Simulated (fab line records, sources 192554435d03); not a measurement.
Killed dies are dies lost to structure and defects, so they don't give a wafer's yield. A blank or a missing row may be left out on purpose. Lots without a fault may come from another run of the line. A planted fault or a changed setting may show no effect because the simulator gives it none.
Chamber matching | flow n5_finfet | N5_MOL_CONTACT_COAG_ALD_27 on ald_sin-02: 4 sister chambers
The step deposits SiOC, target thk 17 nm, pulse time 1.5 s, time 2720 s. 4 wafers are shown with their chamber, then 10 later ones without.

WAFERS WITH THEIR CHAMBER
wafer  | chamber | heater_power_w (W)
L088.6 | 3       | 767
L090.2 | 1       | 925
L093.2 | 2       | 739
L093.4 | 0       | 830

WAFERS WITHOUT THEIR CHAMBER
wafer  | heater_power_w (W)
L093.5 | 842
L094.3 | 985
L094.4 | 809
L094.5 | 720
L095.2 | 806
L095.3 | 969
L095.5 | 834
L097.2 | 821
L097.3 | 789
L097.5 | 818

WHICH CHAMBER EACH WENT THROUGH
wafer  | from the rows above          | in truth
L093.5 | 0                            | 0
L094.3 | 1                            | 1
L094.4 | can't be placed: 0 or 3 or 2 | 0
L094.5 | can't be placed: 2 or 3      | 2
L095.2 | can't be placed: 0 or 3 or 2 | 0
L095.3 | 1                            | 1
L095.5 | 0                            | 0
L097.2 | can't be placed: 0 or 3      | 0
L097.3 | can't be placed: 3 or 0 or 2 | 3
L097.5 | can't be placed: 0 or 3      | 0
Placed correctly: 4 of 10. Can't be placed from these rows: 6 (the true chamber is among the candidates in 6). Placed wrongly: 0.
How it was worked out, from the rows above alone: a wafer's distance from a chamber is the root of the sum, over the readings, of the square of ((its reading less the chamber's mean) divided by the reading's scatter). The wafer belongs to the nearest chamber; if the next one is less than 2 further off, it can't be placed. A chamber's mean is the mean of its shown wafers. The scatter: with one shown wafer a chamber, the root of the mean of the squares of how far each hidden wafer lies from its nearest shown one.
